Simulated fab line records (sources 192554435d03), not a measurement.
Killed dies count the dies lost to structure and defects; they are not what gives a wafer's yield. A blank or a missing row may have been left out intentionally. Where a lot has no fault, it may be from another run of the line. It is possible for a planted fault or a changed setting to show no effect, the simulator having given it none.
The tool behind it: which one?    flow n5 finfet    Sampling: 6 lots, 15 wafers, 4 of 1938 route steps

## WHAT THE GAUGES READ, wafer by wafer
N5_BEOL_M4_RC_MEAS_101.
lot   measured      on         IOFF_N (nA/um)
L548  day 7 19:15   prober-02  0.12 0.15
L550  day 8 17:03   prober-02  0.14 0.20 0.19
L553  day 9 13:11   prober-01  0.12 0.14
L559  day 10 20:37  prober-01  0.17 0.14
L563  day 11 13:49  prober-02  0.13 0.18 0.13
L569  day 13 10:01  prober-01  0.19 0.23 0.25

## TOOL THAT RAN EACH LOT (tool first, then ch and the chambers of the sampled wafers, then the start)
lot   N5_BEOL_M1_ANNEAL_91          N5_BEOL_M1_SPUTTER_94         N5_BEOL_M2_COAT_62
L548  pvd sputter-03, day 6 14:48   pvd sputter-03, day 6 15:10   litho track-03 ch 0, day 6 17:28
L550  pvd sputter-03, day 7 09:29   pvd sputter-03, day 7 09:50   litho track-01 ch 0, day 7 12:34
L553  pvd sputter-02, day 8 06:10   pvd sputter-02, day 8 06:32   litho track-01 ch 0, day 8 08:19
L559  pvd sputter-03, day 9 10:38   pvd sputter-03, day 9 10:59   litho track-01 ch 0, day 9 13:43
L563  pvd sputter-02, day 10 08:14  pvd sputter-02, day 10 08:36  litho track-02 ch 0, day 10 11:40
L569  pvd sputter-01, day 12 05:26  pvd sputter-01, day 12 05:48  litho track-01 ch 0, day 12 08:32
- N5_BEOL_M1_ANNEAL_91: time 240 s.
- N5_BEOL_M1_SPUTTER_94: material Cu, target thk 4.5 nm, time 8.29 s.
- N5_BEOL_M2_COAT_62: time 60 s, resist thk 12 nm.

## THE ANSWER, worked out from the rows above alone
Rule: the usual values come from the lots themselves. The widest of any qualifying gaps counts: lots, ordered by their means at a reading, are off when they make up no more than a third of the lots, leave a main group of 4 or more, and stand apart from it by 3 or more times the standard deviation of that group's means. A main group whose means are all the same, to the digits that the tables above print for the reading, isn't used. Also off: a lot with no number at a reading for which 4 or more lots have one. The other lots that the step has rows for count as sound.
Across all readings shown, no lot is off: no conclusion can be drawn from this.

## WHAT HAD BEEN PUT IN BY THE SIMULATOR
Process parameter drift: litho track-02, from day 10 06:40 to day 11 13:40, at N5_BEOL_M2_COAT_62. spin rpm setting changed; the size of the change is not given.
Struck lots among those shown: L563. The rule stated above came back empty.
